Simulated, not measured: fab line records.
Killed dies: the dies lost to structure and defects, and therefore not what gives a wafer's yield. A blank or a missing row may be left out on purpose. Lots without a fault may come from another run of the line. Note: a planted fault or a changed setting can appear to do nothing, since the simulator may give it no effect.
Matching of chambers    flow n5 finfet    ald sin-02 running N5_BEOL_M2_ALD_98: 4 sister chambers
The step deposits SiO2, target thk 2.5 nm, pulse time 1 s, co reactant pulse time 1 s. 8 wafers are shown with their chamber, then 12 later ones without.

WAFERS WITH THEIR CHAMBER
wafer   chamber  heater power w (W)  precursor pulse height rel
L086.2  3        75                  0.991
L086.3  2        77                  0.987
L086.5  2        76                  1.012
L092.4  3        79                  1.017
L092.5  0        71                  0.995
L093.1  1        73                  1.032
L093.2  0        71                  0.976
L093.6  1        73                  1.012

WAFERS WITH NO CHAMBER GIVEN
wafer   heater power w (W)  precursor pulse height rel
L094.1  77                  0.985
L094.2  75                  0.990
L094.6  71                  0.977
L096.1  72                  1.022
L096.2  71                  1.001
L096.4  79                  1.009
L095.2  74                  0.981
L095.3  78                  0.995
L095.6  72                  1.011
L097.1  70                  1.019
L097.2  73                  0.981
L097.4  76                  0.965

THE CHAMBER EACH PASSED THROUGH
wafer   from the rows above                in truth
L094.1  can't be placed: 2 or 3            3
L094.2  can't be placed: 2 or 3 or 1 or 0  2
L094.6  0                                  0
L096.1  can't be placed: 1 or 0            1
L096.2  can't be placed: 0 or 1            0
L096.4  can't be placed: 3 or 2            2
L095.2  can't be placed: 2 or 0 or 3 or 1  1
L095.3  can't be placed: 3 or 2            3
L095.6  can't be placed: 1 or 0            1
L097.1  can't be placed: 1 or 0            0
L097.2  can't be placed: 0 or 1 or 2 or 3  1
L097.4  can't be placed: 2 or 3 or 0 or 1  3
Placed correctly: 1 of 12. Cannot be placed on the basis of these rows: 11; the candidates contain the true chamber in 11. Wrongly placed: 0.
How it was worked out, from the rows above alone: a wafer's distance from a chamber is the root of the sum, over the readings, of the square of ((its reading less the chamber's mean) divided by the reading's scatter). If the next closest chamber is less than 2 further off than the closest, the wafer can't be placed; otherwise it belongs to the closest. Each chamber's mean is taken over the wafers shown for it. The scatter is the square root of a quotient: the sum, over the shown wafers, of each reading's squared deviation from its chamber's mean, divided by wafers minus chambers.
